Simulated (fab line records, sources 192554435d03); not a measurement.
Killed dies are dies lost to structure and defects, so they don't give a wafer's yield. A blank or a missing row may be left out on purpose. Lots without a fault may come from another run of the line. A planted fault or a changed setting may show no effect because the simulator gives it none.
Split-lot experiment | flow n5_finfet | 7 lots, 39 wafers read, on a route of 1938 steps

THE SPLIT
At N5_MOL_CONTACT_COAG_ETCH_110 (etches Si in CF4/O2, target depth 2.5 nm, time 8 s), the setting source_w was moved away from the recipe's 200 W on 9 of the 39 wafers read, by -5.2% to +19.0%. The other wafers ran this setting at the recipe's value.

The reading is taken at the split's own step.

THE READING
rf_vpp_V, in V, at N5_MOL_CONTACT_COAG_ETCH_110 (etches Si in CF4/O2, target depth 2.5 nm, time 8 s). Fault-free wafers of this fab line usually give 127.4 V, standard deviation 1.7 V.

wafer  | tool, chamber at the split | source_w as run, W | against the recipe | rf_vpp_V, V | against lot-mates on the recipe
L075.1 | rie_diel-01, 0             | 200                | recipe             | 129.9       | -
L075.2 | rie_diel-01, 2             | 230.6              | +15.3%             | 112.8       | -14.0
L075.3 | rie_diel-01, 1             | 200                | recipe             | 125.9       | -
L075.4 | rie_diel-01, 3             | 230.6              | +15.3%             | 116.4       | -10.4
L075.5 | rie_diel-01, 3             | 230.6              | +15.3%             | 118.8       | -8.0
L075.6 | rie_diel-01, 2             | 200                | recipe             | 124.7       | -
L078.1 | rie_diel-05, 1             | 200                | recipe             | 126.5       | -
L078.2 | rie_diel-05, 2             | 200                | recipe             | 128.9       | -
L078.3 | rie_diel-05, 0             | 200                | recipe             | 128.7       | -
L078.4 | rie_diel-05, 3             | 200                | recipe             | 128.7       | -
L078.5 | rie_diel-05, 3             | 200                | recipe             | 129.0       | -
L078.6 | rie_diel-05, 2             | 200                | recipe             | 129.2       | -
L083.1 | rie_diel-04, 1             | 200                | recipe             | 123.2       | -
L083.2 | rie_diel-04, 3             | 200                | recipe             | 127.2       | -
L083.3 | rie_diel-04, 0             | 200                | recipe             | 127.3       | -
L083.4 | rie_diel-04, 2             | 200                | recipe             | 125.7       | -
L083.5 | rie_diel-04, 2             | 200                | recipe             | 126.0       | -
L083.6 | rie_diel-04, 1             | 200                | recipe             | 124.1       | -
L089.1 | rie_diel-05, 1             | 200                | recipe             | 128.5       | -
L089.2 | rie_diel-05, 0             | 189.6              | -5.2%              | 134.6       | +5.5
L089.3 | rie_diel-05, 3             | 189.6              | -5.2%              | 132.8       | +3.7
L089.4 | rie_diel-05, 2             | 200                | recipe             | 129.5       | -
L089.5 | rie_diel-05, 3             | 200                | recipe             | 129.3       | -
L089.6 | rie_diel-05, 0             | 189.6              | -5.2%              | 134.8       | +5.7
L090.1 | rie_diel-04, 2             | 200                | recipe             | 124.5       | -
L090.2 | rie_diel-04, 1             | 200                | recipe             | 123.7       | -
L090.3 | rie_diel-04, 3             | 200                | recipe             | 126.9       | -
L090.4 | rie_diel-04, 0             | 200                | recipe             | 126.8       | -
L090.5 | rie_diel-04, 2             | 200                | recipe             | 126.3       | -
L090.6 | rie_diel-04, 1             | 200                | recipe             | 123.1       | -
L093.4 | rie_diel-05, 2             | 200                | recipe             | 128.6       | -
L093.5 | rie_diel-05, 0             | 200                | recipe             | 127.9       | -
L093.6 | rie_diel-05, 1             | 200                | recipe             | 126.9       | -
L095.1 | rie_diel-05, 2             | 200                | recipe             | 127.2       | -
L095.2 | rie_diel-05, 1             | 200                | recipe             | 125.9       | -
L095.3 | rie_diel-05, 0             | 238                | +19.0%             | 116.2       | -11.3
L095.4 | rie_diel-05, 3             | 238                | +19.0%             | 114.9       | -12.6
L095.5 | rie_diel-05, 0             | 200                | recipe             | 129.4       | -
L095.6 | rie_diel-05, 3             | 238                | +19.0%             | 116.1       | -11.4

THE FIT
A straight line over all 39 wafers: rf_vpp_V changes by -0.691 V for each +1% of source_w; r = -0.90; the points scatter about the line by 2.2 V.
The same after taking each lot's own level away (the mean of its wafers on the recipe; 39 wafers): -0.674 V for each +1%; r = -0.95; scatter 1.5 V.
On that fit, the largest move of source_w shifts the reading by 13 V.
The lots' own levels span 125.22 to 129.10 V, that is 2.3 times the standard deviation above.
So the lot-to-lot level changes the slope little: the two slopes agree.
Check: with one of the wafers moved furthest among these (+19.0%) left out of the fit, the line predicts -13 V for it against its lot-mates. It came out at -11.3 V against them.
Tool readings at the split's step, against how far the setting was moved: rf_vpp_V r = -0.90.

OTHER SPLITS ON THESE WAFERS
These wafers also went through other splits before the reading. Each is held against what the fit with the lots' levels taken away leaves over:
other split on the same wafers     | wafers away from the commonest value | r with rf_vpp_V (lot level and that fit taken away)
N5_DUMMY_GATE_ETCH_32 time_s       | 9                                    | -0.10
N5_SD_EPI_N_EXPOSE_06 dose_mj      | 15                                   | +0.00
N5_SD_EPI_P_ETCH_16 target_depth_a | 18                                   | +0.04
N5_HKMG_FIN_ETCH_58 target_depth_a | 15                                   | -0.03
N5_HKMG_FIN_EXPOSE_09 dose_mj      | 12                                   | -0.04

THE WHOLE CHAIN: every reading that the file lists as answering this split, in the file's order
step                         | what it does                                       | reading                                                        | change (the file's fit)                | r (the file's)
N5_MOL_CONTACT_COAG_ETCH_110 | etches Si in CF4/O2, target depth 2.5 nm, time 8 s | rf_vpp_V                                                       | -0.667 V for each +1% of the setting   | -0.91
N5_MOL_CONTACT_COAG_ETCH_110 | etches Si in CF4/O2, target depth 2.5 nm, time 8 s | etch.depth_nm (the simulator's own value, which no gauge read) | +0.0204 nm for each +1% of the setting | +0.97

THE FILE'S OWN FIT
rf_vpp_V changes by -0.667 V for each +1% of source_w, r = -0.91.
